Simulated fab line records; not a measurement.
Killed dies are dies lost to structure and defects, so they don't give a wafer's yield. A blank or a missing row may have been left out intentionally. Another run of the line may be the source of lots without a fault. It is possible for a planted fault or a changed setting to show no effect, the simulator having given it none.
fab line records | flow nand-harc
record: lots: 12 wafers: 34 last-day: 25
route steps=1159 shown A_CONTACT@881 END@1159
lots that met no fault: taken from a fault-free run of the same line
start-h: hours from the record's opening day to when the first of the lot's shown wafers began | wait-h: time in hours since the lot's previous step | " repeats the value in the row above | L1.1+2: several wafers, shown together as one row | - no value, or no start was given | * or withheld: withheld | < > ~ a bound
route shown NAME@n: names a module that has steps shown in the file, with the first one's number in the route | usual: mean/standard deviation of fault-free wafers | same: alike in all rows | chamber/n: place in a boat | sites: the reading at each site | _std_site: standard deviation of those values | _edge_site: the outer-site mean with the inner-site mean subtracted | radius-mm: for every site, how far away it sits from the centre of the wafer | mask NAME#n: copy n | behind: the most recent tool/chamber to have shaped the wafer | hold: reason for holding the lot/hours on hold/outcome of the hold | device: names the non-switching transistor (n, p or np) | end of line: the tests these same wafers got at the end of their route | a step given without rows: its recipe and nothing more | killed: count of dies lost to structure and defects at first sort (not the wafer's yield) | map: shows each die of a wafer: x if killed, . if not, _ if none is there
set.NAME: setting as actually run; set.NAME@STEP: the setting as run at that earlier step | model.NAME: the simulator's own value behind a step, which no gauge read
steps of the route over a sample of lots; a table a step, a row a wafer
services: when a tool's chamber went out of use (start-h, in hours from the record's first day, below 0 if earlier), for how many hours, and the reason
== steps ==
step: NHARC_A_CONTACT_ETCH_102
recipe: target-depth-a: 700 overetch-a: 70 time-s: 38.5 ion-energy-ev: 100 cf4-flow-sccm: 80 o2-flow-sccm: 20 ar-flow-sccm: 0 rf-w: 300 bias-w: 100 chemistry: CF4/O2
usual: drypump-motor-current-A: 5.8/0.45 oes_ar_750_au: 1.000/0.0041 oes-product-au: 1.000/0.0068 rf-fwd-power-W: 297.1/1.1 rf-vpp-V: 198.1/1.5 run-length-s: 59.9/0.47 showerhead-plenum-p-Torr: 1.35/0.062 throttle-valve-pct: 13.397/0.0092
columns lot.wafer tool chamber start-h wait-h drypump-motor-current-A oes_ar_750_au oes-product-au rf-fwd-power-W rf-hours-counter-h rf-vpp-V run-length-s showerhead-plenum-p-Torr throttle-valve-pct
L663.1 rie-diel-06 0 370.32 0.1 5.9 1.000 1.002 297.8 48 198.8 59.9 1.36 13.392
L663.3 " 2 " " 6.4 0.997 1.003 297.8 46 197.9 60.3 1.36 13.401
L663.6 " 1 " " 6.5 0.997 1.010 296.0 - 198.8 59.2 1.39 13.394
L665.1 rie-diel-06 2 375.79 0.1 6.4 1.002 1.004 298.2 48 199.2 60.1 1.35 13.396
L665.4 " 0 " " 5.9 0.991 1.000 298.7 - 199.7 60.2 1.36 13.390
L665.5 " 1 " " 6.6 0.999 1.003 295.0 - 198.6 59.4 1.39 13.410
L668.4 rie-diel-04 3 392.00 0.1 5.1 1.000 0.997 296.6 19 196.3 60.5 1.27 13.386
L668.1 " 1 " " 5.5 1.007 1.003 297.4 19 200.2 59.7 1.42 13.393
L668.6 " 3 " " 5.1 1.002 1.002 295.8 - 196.3 60.7 1.27 13.394
L667.4 rie-diel-06 1 392.60 0.1 6.5 1.001 1.007 296.0 55 198.0 59.2 1.39 13.418
L667.1 " 3 " " 6.3 1.000 1.005 298.1 45 195.3 59.6 1.23 13.392
L667.6 " 1 " " 6.5 1.002 0.999 296.7 - 198.4 59.2 1.39 13.401
L669.4 rie-diel-13 0 417.98 0.1 5.7 1.000 1.009 297.0 50 198.3 60.1 1.34 13.392
L669.2 " 3 " " 5.4 1.001 0.992 297.3 53 196.7 60.5 1.23 13.398
L669.6 " 0 " " 5.6 1.000 1.010 296.7 - 196.3 60.0 1.34 13.400
L671.4 rie-diel-13 2 437.99 0.1 6.5 1.001 1.002 297.1 61 201.6 60.3 1.43 13.413
L671.2 " 3 " " 5.4 1.001 0.999 296.7 60 196.5 60.4 1.23 13.393
L676.2 rie-diel-13 0 450.81 0.1 5.6 0.996 1.006 295.3 62 198.9 59.7 1.34 13.400
L676.6 " 3 " " 5.4 1.000 1.003 297.7 - 196.8 60.3 1.23 13.399
L679.4 rie-diel-06 2 466.69 0.1 6.4 1.000 0.999 298.5 15 197.3 59.9 1.35 13.380
L679.1 " 0 " " 5.9 1.000 1.010 297.8 18 198.2 59.9 1.35 13.384
L679.2 " 1 " " 6.6 1.002 0.998 295.8 19 198.6 59.3 1.38 13.388
L682.2 rie-diel-04 0 486.78 0.1 5.8 1.006 1.001 298.6 2 198.3 60.5 1.36 13.391
L682.1 " 1 " " 5.4 1.002 1.007 297.7 2 197.2 59.9 1.42 13.390
L682.3 " 3 " " 5.1 0.995 0.992 297.9 2 198.6 59.9 1.27 13.398
L685.4 rie-diel-13 0 501.31 0.4 5.7 1.004 0.995 297.0 16 198.6 60.3 1.34 13.395
L685.2 " 1 " " 5.3 1.000 1.002 297.6 17 196.2 59.3 1.25 13.389
L685.5 " 0 " " 5.7 0.998 0.999 295.4 - 198.7 60.3 1.34 13.418
L684.1 rie-diel-04 0 502.81 0.1 5.8 0.998 0.996 298.4 4 197.1 60.1 1.36 13.411
L684.2 " 1 " " 5.4 0.995 1.009 297.7 4 198.4 60.1 1.41 13.403
L684.6 " 0 " " 5.9 0.995 0.998 298.6 - 198.6 60.1 1.36 13.397
L686.1 rie-diel-04 0 513.50 0.1 5.8 0.999 0.996 298.2 6 198.6 60.1 1.36 13.413
L686.3 " 1 " " 5.5 1.003 1.007 296.7 6 199.8 59.5 1.41 13.404
L686.6 " 2 " " 5.8 0.996 0.989 297.0 - 197.8 59.9 1.31 13.402
step: NHARC_A_CONTACT_ETCH_75
recipe: target-depth-a: 390 over-etch-frac: 0.3 time-s: 65 ion-energy-ev: 80 cf4-flow-sccm: 150 ar-flow-sccm: 0 rf-w: 300 bias-w: 100 chemistry: CF4
usual: drypump-motor-current-A: 5.7/0.43 oes-product-au: 1.002/0.0083 rf-fwd-power-W: 298.0/1.1 rf-vpp-V: 151.4/1.3 run-length-s: 86.5/0.48 showerhead-plenum-p-Torr: 1.78/0.085 throttle-valve-pct: 13.284/0.0097
same: over-etch-frac: 0.3
columns lot.wafer tool chamber start-h wait-h drypump-motor-current-A oes-product-au rf-fwd-power-W rf-hours-counter-h rf-vpp-V run-length-s showerhead-plenum-p-Torr throttle-valve-pct
L663.3 rie-diel-13 1 376.01 0.1 5.3 1.015 298.3 37 150.0 85.8 1.67 13.278
L663.1 " 0 " " 5.6 1.003 297.2 34 152.0 86.4 1.78 13.290
L663.6 " 2 " " 6.5 0.999 295.3 - 153.3 87.1 1.90 13.281
L665.4 rie-diel-04 3 379.87 0.1 5.1 1.007 297.3 17 150.4 86.5 1.68 13.277
L665.1 " 0 " " 5.9 0.995 298.8 17 149.5 86.7 1.80 13.281
L665.5 " 3 " " 5.1 0.999 297.4 - 149.1 86.5 1.68 13.281
L668.4 rie-diel-04 3 395.28 0.1 5.1 1.000 299.6 20 149.4 86.4 1.68 13.282
L668.1 " 0 " " 5.8 1.015 299.0 19 152.5 86.6 1.80 13.282
L668.6 " 0 " " 5.8 1.019 298.8 - 150.7 86.6 1.80 13.274
L667.1 rie-diel-06 0 397.00 0.1 5.9 0.988 298.6 57 150.9 86.5 1.79 13.270
L667.4 " 3 " " 6.3 1.002 298.1 47 150.3 86.5 1.64 13.268
L667.6 " 0 " " 5.9 0.991 299.4 - 153.5 86.9 1.79 13.297
L669.4 rie-diel-04 2 421.66 0.1 5.8 0.994 - 23 152.1 71.2 1.74 13.289
L669.2 " 0 " " 5.9 1.009 - 22 151.4 72.1 1.80 13.287
L669.6 " 2 " " 5.8 0.998 299.1 - 149.9 86.1 1.74 13.298
L671.2 rie-diel-04 2 441.55 0.1 5.8 1.002 - 27 150.0 71.8 1.74 13.299
L671.4 " 0 " " 5.8 1.012 - 27 152.5 71.9 1.80 13.271
L676.2 rie-diel-04 0 454.36 0.1 5.9 1.013 - 28 150.4 72.0 1.80 13.276
L676.6 " 1 " " 5.5 1.014 299.1 - 153.0 86.0 1.87 13.268
L679.1 rie-diel-13 2 471.37 0.1 6.5 1.010 298.1 3 153.3 87.1 1.89 13.264
L679.4 " 0 " " 5.7 1.005 297.8 3 153.2 86.5 1.77 13.271
L679.2 " 1 " " 5.3 1.006 298.6 3 149.0 86.0 1.67 13.281
L682.1 rie-diel-13 0 490.92 0.1 5.6 1.008 296.9 11 151.3 86.5 1.77 13.274
L682.3 " 2 " " 6.6 1.010 296.4 10 153.0 86.8 1.89 13.296
L682.2 " 3 " " 5.4 0.991 299.0 10 153.8 87.3 1.91 13.291
L685.2 rie-diel-04 2 504.79 0.1 5.8 0.997 298.3 5 150.0 86.2 1.74 13.278
L685.4 " 0 " " 5.9 1.004 297.3 4 150.7 86.6 1.79 13.280
L685.5 " 1 " " 5.4 1.001 299.4 - 152.2 86.2 1.87 13.286
L684.2 rie-diel-13 2 506.20 0.1 6.5 1.009 298.4 19 150.8 87.3 1.88 13.300
L684.1 " 3 " " 5.4 0.993 297.5 18 151.8 87.0 1.90 13.280
L684.6 " 3 " " 5.4 0.985 298.1 - 152.8 86.9 1.90 13.272
L686.1 rie-diel-04 0 519.44 0.1 5.9 1.011 299.9 7 152.2 87.0 1.79 13.286
L686.3 " 1 " " 5.5 0.999 296.7 8 152.5 86.2 1.87 13.285
L686.6 " 2 " " 5.8 0.990 298.1 - 152.8 85.8 1.74 13.285
step: NHARC_A_CONTACT_ETCH_129
recipe: source-w: withheld pressure-mtorr: 20 bias-v: 1200 time-s: 155 target-depth-a: 9560 ar-flow-sccm: withheld c4f8-flow-sccm: withheld o2-flow-sccm: withheld chemistry: C4F8/O2/Ar
usual: run-length-s: 155/0
columns lot.wafer tool chamber start-h wait-h rf-hours-counter-h run-length-s
L663.1 har-cap-etch-01 1 377.82 0.1 48 155
L663.3 " 1 " " - 155
L663.6 " 1 " " - 155
L665.1 har-cap-etch-03 1 381.82 0.1 92 155
L665.4 " 1 " " - 155
L665.5 " 0 " " - 155
L668.1 har-cap-etch-02 0 397.45 0.1 14 155
L668.4 " 1 " " - 155
L668.6 " 0 " " - 155
L667.1 har-cap-etch-01 0 398.83 0.1 53 155
L667.4 " 1 " " - 155
L667.6 " 1 " " - 155
L669.2 har-cap-etch-01 0 423.66 0.1 55 155
L669.4 " 1 " " - 155
L669.6 " 1 " " - 155
L671.2 har-cap-etch-01 1 443.36 0.1 59 155
L671.4 " 0 " " - 155
L676.2 har-cap-etch-01 0 456.14 0.1 61 155
L676.6 " 0 " " - 155
L679.2 har-cap-etch-03 0 473.43 0.2 107 155
L679.1 " 1 " " 107 155
L679.4 " 1 " " - 155
L682.2 har-cap-etch-01 1 492.73 0.1 70 155
L682.1 " 0 " " 70 155
L682.3 " 1 " " - 155
L685.2 har-cap-etch-01 1 506.60 0.1 72 155
L685.4 " 0 " " - 155
L685.5 " 0 " " - 155
L684.1 har-cap-etch-02 0 508.23 0.2 33 155
L684.2 " 1 " " 33 155
L684.6 " 0 " " - 155
L686.1 har-cap-etch-01 1 521.25 0.1 75 155
L686.3 " 1 " " - 155
L686.6 " 0 " " - 155
step: NHARC_A_CONTACT_ETCH_130
recipe: source-w: withheld pressure-mtorr: 20 bias-v: 1200 time-s: 155 target-depth-a: 9560 ar-flow-sccm: withheld c4f8-flow-sccm: withheld o2-flow-sccm: withheld chemistry: C4F8/O2/Ar
usual: run-length-s: 155/0
columns lot.wafer tool chamber start-h wait-h rf-hours-counter-h run-length-s
L663.1 har-cap-etch-01 1 377.97 0.1 48 155
L663.3 " 1 " " - 155
L663.6 " 1 " " - 155
L665.1 har-cap-etch-03 1 381.96 0.1 92 155
L665.4 " 1 " " - 155
L665.5 " 0 " " - 155
L668.1 har-cap-etch-02 0 397.59 0.1 14 155
L668.4 " 1 " " - 155
L668.6 " 0 " " - 155
L667.1 har-cap-etch-01 0 398.97 0.1 53 155
L667.4 " 1 " " - 155
L667.6 " 1 " " - 155
L669.2 har-cap-etch-01 0 423.81 0.1 55 155
L669.4 " 1 " " - 155
L669.6 " 1 " " - 155
L671.2 har-cap-etch-01 1 443.50 0.1 59 155
L671.4 " 0 " " - 155
L676.2 har-cap-etch-01 0 456.28 0.1 62 155
L676.6 " 0 " " - 155
L679.2 har-cap-etch-03 0 473.62 0.2 107 155
L679.1 " 1 " " 107 155
L679.4 " 1 " " - 155
L682.2 har-cap-etch-01 1 492.87 0.1 70 155
L682.1 " 0 " " 70 155
L682.3 " 1 " " - 155
L685.2 har-cap-etch-01 1 506.74 0.1 72 155
L685.4 " 0 " " - 155
L685.5 " 0 " " - 155
L684.1 har-cap-etch-02 0 508.42 0.2 33 155
L684.2 " 1 " " 33 155
L684.6 " 0 " " - 155
L686.1 har-cap-etch-01 1 521.39 0.1 75 155
L686.3 " 1 " " - 155
L686.6 " 0 " " - 155
step: NHARC_END_SORT_01
recipe: temp-c: 25
usual: killed-at-array: 26/11 killed-at-other: 0.4/0.78 killed-at-periphery: 3.4/2.4 killed-dies: 29/11 killed-open: 3.1/1.9 killed-short: 1.9/1.4
same: gross-dies: 677
columns lot.wafer tool chamber start-h wait-h killed-at-array killed-at-other killed-at-periphery killed-dies killed-open killed-short
L679.1 prober-02 0 575.85 2.5 20 0 7 27 2 2
L679.2 prober-02 0 576.64 2.8 40 0 7 47 4 5
L679.4 prober-02 0 578.21 3.4 40 0 4 44 2 1
killed by level:class
L679.1 A_CONTACT:chamber-film-flake=9 A_SLIT:chamber-film-flake=4 P_GATE:chamber-film-flake=3 P_M2:chamber-film-flake=3 A_CHANNEL_FILL_D1:geometric-particle:short=2 A_CHANNEL_HOLE_D1:chamber-film-flake=2 P_GATE:geometric-particle:open=1 A_BLC:geometric-particle:open=1
L679.2 A_SLIT:chamber-film-flake=18 A_CONTACT:chamber-film-flake=11 P_M2:chamber-film-flake=3 P_ZERO_WELL:chamber-film-flake=2 A_CHANNEL_HOLE_D1:chamber-film-flake=2 A_BLC:chamber-film-flake=2 P_GATE:geometric-particle:open=1 P_M0:geometric-particle:short=1
L679.4 A_SLIT:chamber-film-flake=20 A_CONTACT:chamber-film-flake=9 A_CHANNEL_HOLE_D1:chamber-film-flake=6 A_BLC:chamber-film-flake=3 P_CONTACT:geometric-particle:open=1 A_ONON_D1:geometric-particle:short=1 A_M0:geometric-particle:open=1 P_ZERO_WELL:chamber-film-flake=1
== services ==
columns tool chamber start-h hours kind
rie-diel-04 0 347.04 - clean
rie-diel-04 1 347.04 - clean
rie-diel-04 2 347.04 - clean
rie-diel-04 3 347.04 - clean
rie-diel-06 3 359.28 27.0 repair
rie-diel-04 0 371.54 - clean
rie-diel-04 1 371.54 - clean
rie-diel-04 2 371.54 - clean
rie-diel-04 3 371.54 - clean
rie-diel-04 0 396.08 - clean
rie-diel-04 1 396.08 - clean
rie-diel-04 2 396.08 - clean
rie-diel-04 3 396.08 - clean
rie-diel-04 3 397.47 2.3 repair
rie-diel-06 - 418.27 9.0 pm
rie-diel-04 0 420.66 - clean
rie-diel-04 1 420.66 - clean
rie-diel-04 2 420.66 - clean
rie-diel-04 3 420.66 - clean
rie-diel-04 0 445.16 - clean
rie-diel-04 1 445.16 - clean
rie-diel-13 2 445.58 10.8 repair
rie-diel-13 - 453.25 9.0 pm
rie-diel-04 - 466.30 9.0 pm
== key ==
first-sign: step: NHARC_A_CONTACT_ETCH_75 reading: run-length-s direction: down sigmas: 30 usual: * struck: *
effect none on later readings
met-at NHARC_A_CONTACT_ETCH_75
struck-lots L669,L671,L676
struck-wafers L669.2,L669.4,L671.2,L671.4,L676.2
tester-left-out L669,L671,L676
not-acting-at NHARC_A_CONTACT_ETCH_102,NHARC_A_CONTACT_ETCH_129,NHARC_A_CONTACT_ETCH_130
onset-between 395.28 421.66
fault: kind: process-parameter-drift tool: rie-diel-04 chamber: - onset-h: 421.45 steps: NHARC_A_CONTACT_ETCH_75 channel: time-s offset: * shape: step end-h: 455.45 scope: struck-wafers-only acts-in: * stated: *
tester-left-out: of these lots the tester's yield and bins aren't shown, on N5 and GAA mostly nor the transistor test; their killed dies are dies lost to structure and defects alone, not to doping, threshold or leakage, so they don't give the yield
